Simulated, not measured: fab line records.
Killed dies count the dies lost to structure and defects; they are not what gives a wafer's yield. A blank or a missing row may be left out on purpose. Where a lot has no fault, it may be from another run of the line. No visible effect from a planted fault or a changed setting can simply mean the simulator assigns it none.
Struck lot and sound lot, side by side || flow n5Finfet || 36 out of 1938 route steps
Sound: wafers L476.1, L476.2, L476.5. Struck: wafers L481.1, L481.3, L481.5. The cause is named last.
For every step that has rows: the tool of each side, followed by ch and its chambers, followed by its first start. Under that, the readings that differ: sound wafers || struck wafers || difference of the means || sigmas: that difference in standard deviations of wafers without a fault.
alike: readings with means less than 2 such deviations apart, plus words and numbers identical on both sides. not compared: withheld readings, readings lacking a value on some wafer, bounds such as >300 that could conceal the same value, and numbers that have no deviation in the record and whose values overlap.
A row with sigmas, a row that says differs or no value, or rows on one side alone: a step with any of these is where the two part. When numbers do not overlap yet have no deviation, they are printed without sigmas and do not part them. A reading missing from all wafers of one side parts the sides only when that side holds two or more wafers.

first, 9 steps without rows for these wafers: N5_BEOL_M4_ANNEAL_95 (time 240 s); N5_BEOL_M4_SPUTTER_96 (material Cu, target thk 4.5 nm, time 8.29 s); N5_BEOL_M4_ECD_50 (material Cu, target thk 300 nm); N5_BEOL_M4_ANNEAL_51 (time 90 s); N5_BEOL_M4_CMP_52 (polishes, stops on SiOC, t overpolish 6.8 s, target thk 40 nm); N5_BEOL_M4_PRE_CLEAN_60 (time 15 s); N5_BEOL_M4_CO_CAP_55 (material Co, precursor CCTBA/H2, target thk 2 nm, time 102.1 s); N5_BEOL_M4_PRE_CLEAN_56 (time 15 s); N5_BEOL_M4_DEP_57 (deposits SiCN from 3MS/NH3, target thk 8 nm, time 14 s).
N5_BEOL_M4_RC_MEAS_101:
  sound on prober-02 ch 0, day 11 03:17; struck on prober-01 ch 0, day 12 07:28
  alike: DIBL_N, DIBL_P, IOFF_N, IOFF_P, ION_N, ION_P, SS_N, SS_P, VT_N, VT_P
then, 24 steps without rows for these wafers: N5_BEOL_M5_ILD_DEP_00 (deposits SiCOH lowk from DEMS/porogen, target thk 140.64 nm, time 25.9 s); N5_BEOL_M5_CURE_79 (cures SiCOH lowk, time 240 s); N5_BEOL_M5_PECVD_70 (deposits SiO2 from TEOS/O2, target thk 16 nm, time 18 s); N5_BEOL_M5_HM_DEP_02 (deposits TiN, target thk 20 nm); N5_BEOL_M5_COAT_59 (time 60 s, resist thk 60 nm); N5_BEOL_M5_COAT_60 (time 60 s, resist thk 12 nm); N5_BEOL_M5_COAT_71 (time 60 s, resist thk 5 nm); N5_BEOL_M5_COAT_05 (resist thk 30 nm); N5_BEOL_M5_EBR_07; N5_BEOL_M5_SOFTBAKE_06 (time 60 s); N5_BEOL_M5_EXPOSE_08 (exposes mask M5, target cd 28 nm); N5_BEOL_M5_PEB_09 (peb time 60 s); N5_BEOL_M5_DEVELOP_10 (develop time 30 s); N5_BEOL_M5_DESCUM_16 (chemistry O2, time 7 s); N5_BEOL_M5_ETCH_72 (etches underlayer in N2/H2, target depth 6.5 nm, time 5.2 s); N5_BEOL_M5_ETCH_61 (etches SiARC in CF4, target depth 15.6 nm, time 26 s); N5_BEOL_M5_ETCH_62 (etches SOC in N2/H2, target depth 75 nm, overetch 15 nm, time 112.5 s); N5_BEOL_M5_STRIP_63 (strips in N2/H2); N5_BEOL_M5_STRIP_73 (strips in N2/H2); N5_BEOL_M5_STRIP_64 (strips in CF4); N5_BEOL_M5_HM_OPEN_17 (chemistry Cl2/BCl3, target TiN, target depth 20 nm, overetch 6 nm); N5_BEOL_M5_STRIP_19 (strips in O2); N5_BEOL_M5_COAT_65 (time 60 s, resist thk 60 nm); N5_BEOL_M5_COAT_66 (time 60 s, resist thk 12 nm).
N5_BEOL_M7_VIA_ETCH_34: etches SiCOH lowk in C4F6/O2, target depth 125.5 nm, time 50.5 s.
  sound on rieDiel-02 ch 0,1,2, day 12 04:30; struck on rieDiel-01 ch 1,2,3, day 13 11:04
  no value came back on the struck wafers for any of 8 readings (C4F6_flow_sccm (sccm), O2_flow_sccm (sccm) and others); on the sound wafers C4F6_flow_sccm (sccm) reads 9.98 10.05 10.04
{"reading": "model.SiARC_of_BEOL_M7_COAT_64.thkNm (nm)", "sound": "0 0 0", "struck": "6.4 6.4 6.6", "difference": "+6.5", "sigmas": ""}
{"reading": "model.SOC_of_BEOL_M7_COAT_63.thkNm (nm)", "sound": "54.2 54 53.8", "struck": "60 60 60", "difference": "+6", "sigmas": ""}
  not compared: rfHoursCounterH
-- record jumps: 3 days separate the struck wafers' starts on either side; left off in module BEOL_M7, taken up again in module PASSIVATION, whose first shown step is the route's number 1936 --
N5_PASSIVATION_PROBE_49:
  sound: prober-02 at day 15 09:59; struck: prober-02 at day 16 20:39
{"reading": "defectLimitedYield (%)", "sound": "90.7 92.9 93.9", "struck": "0 0 0", "difference": -92, "sigmas": -62}
{"reading": "killed_at_M4_up", "sound": "20 17 9", "struck": "1109 1079 1114", "difference": "+1085", "sigmas": "+99 or more"}
{"reading": "killedAtOther", "sound": "2 0 1", "struck": "7 12 5", "difference": "+7", "sigmas": "+2"}
{"reading": "killedDies", "sound": "110 84 72", "struck": "1180 1180 1180", "difference": "+1091", "sigmas": "+61"}
{"reading": "killedOnRim", "sound": "14 11 10", "struck": "152 152 152", "difference": "+140", "sigmas": "+38"}
{"reading": "sort_bin_5_function (%)", "sound": "5.7 4.1 4.0", "struck": "97.3 96.0 97.6", "difference": "+92.4", "sigmas": "+84"}
{"reading": "sortNPass", "sound": "1070 1096 1108", "struck": "0 0 0", "difference": -1091, "sigmas": -61}
{"reading": "sortYieldPct (%)", "sound": "90.7 92.9 93.9", "struck": "0 0 0", "difference": -92, "sigmas": -62}
  alike: killed_at_M0_to_M3, killedAtContacts, killedAtFrontEnd, killedOpen, killedShort, sort_bin_6_memory

WHERE THEY PART
Earliest at N5_BEOL_M7_VIA_ETCH_34; latest, in this record, at N5_PASSIVATION_PROBE_49.

WHY: what had been put in by the simulator
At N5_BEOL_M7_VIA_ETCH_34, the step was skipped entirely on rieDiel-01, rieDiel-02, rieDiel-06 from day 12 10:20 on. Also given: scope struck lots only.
